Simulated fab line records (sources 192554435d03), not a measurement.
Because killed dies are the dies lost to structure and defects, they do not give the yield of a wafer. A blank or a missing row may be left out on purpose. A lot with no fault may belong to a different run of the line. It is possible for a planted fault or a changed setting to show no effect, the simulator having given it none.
What tool caused it?	flow n5-finfet	10 lots with 30 wafers sampled at 3 steps, on a route of 1938 steps

== WHAT THE GAUGES READ, wafer by wafer ==
N5_BEOL_M11_RS_MEAS_57: measurement is done with a four-point probe.
lot	measured	on	M11_RS (ohm/sq)
L756	day 11 15:20	film-metro-02	0.148 0.145 0.145
L754	day 11 22:43	film-metro-02	0.153 0.160 0.151
L758	day 12 05:44	film-metro-01	0.150 0.149 0.158
L759	day 13 20:07	film-metro-01	0.151 0.156 0.152
L764	day 13 22:05	film-metro-02	0.153 0.150 0.149
L769	day 14 19:07	film-metro-01	0.160 0.152 0.148
L766	day 15 14:08	film-metro-02	0.161 0.158 0.146
L767	day 15 14:18	film-metro-02	0.151 0.148 0.147
L768	day 15 15:44	film-metro-01	0.150 0.158 0.144
L773	day 17 08:08	film-metro-02	0.152 0.161 0.148

== EACH LOT AND THE TOOL THAT RAN IT (in order: tool; ch and the chambers of the sampled wafers; start) ==
lot	N5_BEOL_M11_ETCH_41	N5_BEOL_M11_PRE_CLEAN_45
L756	rie-diel-06 ch 2,3, day 11 12:05 or earlier	pvd-sputter-02, day 11 12:05
L754	rie-diel-02 ch 1,2,3, day 11 19:17 or earlier	pvd-sputter-01, day 11 19:17
L758	rie-diel-02 ch 0,1,2, day 12 04:04 or earlier	pvd-sputter-01, day 12 04:04
L759	rie-diel-02 ch 0,1,3, day 13 17:38 or earlier	pvd-sputter-01, day 13 17:38
L764	rie-diel-02 ch 0,3, day 13 18:58 or earlier	pvd-sputter-02, day 13 18:58
L769	rie-diel-05 ch 0,1,3, day 14 16:59 or earlier	pvd-sputter-01, day 14 16:59
L766	rie-diel-02 ch 1,2,3, day 15 10:26 or earlier	pvd-sputter-02, day 15 10:26
L767	rie-diel-05 ch 0,2,3, day 15 10:47 or earlier	pvd-sputter-02, day 15 10:47
L768	rie-diel-05 ch 0,1,2, day 15 13:56 or earlier	pvd-sputter-03, day 15 13:56
L773	rie-diel-06 ch 1,2,3, day 17 06:23 or earlier	pvd-sputter-01, day 17 06:23
- N5_BEOL_M11_ETCH_41: etches SiCN in CH3F/O2, target depth 42.6 nm, time 86 s.
- N5_BEOL_M11_PRE_CLEAN_45: time 30 s.

== AS READ BY THE TOOLS THEMSELVES (means over the sampled wafers that have a number; for cases with no such wafer, the mark the record gives instead) ==
N5_BEOL_M11_ETCH_41.
lot	tool	drypump-motor-current-A (A)	oes-product-au (a.u.)	rf-vpp-V (V)	showerhead-plenum-p-Torr (Torr)	throttle-valve-pct (%)
L756	rie-diel-06	6.0	0.71	296.8	2.01	16.58
L754	rie-diel-02	6.0	0.71	296.5	1.98	16.43
L758	rie-diel-02	6.0	0.70	297.4	2.01	16.51
L759	rie-diel-02	6.3	0.71	296.6	1.98	16.49
L764	rie-diel-02	6.5	0.72	296.0	1.96	16.59
L769	rie-diel-05	5.6	0.74	296.6	1.97	16.38
L766	rie-diel-02	6.1	0.79	296.1	1.97	16.33
L767	rie-diel-05	6.0	0.81	297.1	1.99	16.14
L768	rie-diel-05	6.1	0.80	297.9	1.96	16.19
L773	rie-diel-06	6.0	0.78	298.3	2.03	16.33

N5_BEOL_M11_PRE_CLEAN_45.
lot	tool	heater-power-w (W)
L756	pvd-sputter-02	359
L754	pvd-sputter-01	347
L758	pvd-sputter-01	346
L759	pvd-sputter-01	341
L764	pvd-sputter-02	352
L769	pvd-sputter-01	345
L766	pvd-sputter-02	355
L767	pvd-sputter-02	381
L768	pvd-sputter-03	333
L773	pvd-sputter-01	331

== THE ANSWER, worked out from the rows above alone ==
Rule: the usual values come from the lots themselves. Put in order of their means at a reading, lots are off if they are a third of the lots or fewer, leave a main group of 4 or more, and stand apart from it by a gap of 3 or more times the standard deviation of the main group's means; of several such gaps the widest counts. A main group whose means are all the same, to the digits that the tables above print for the reading, isn't used. A lot without any number at a reading at which 4 lots or more have one is off too. All remaining lots with rows at the step are treated as sound. Order of review: gauges by route order, followed by the tools' own readings, for which a lot's mean as printed above is used. The first step at which some lot is off is used, and at that step the reading that is off furthest; a lot without a number counts as furthest.
No lot is off on any of the readings shown, so nothing can be concluded from this.

== WHAT HAD BEEN PUT IN BY THE SIMULATOR ==
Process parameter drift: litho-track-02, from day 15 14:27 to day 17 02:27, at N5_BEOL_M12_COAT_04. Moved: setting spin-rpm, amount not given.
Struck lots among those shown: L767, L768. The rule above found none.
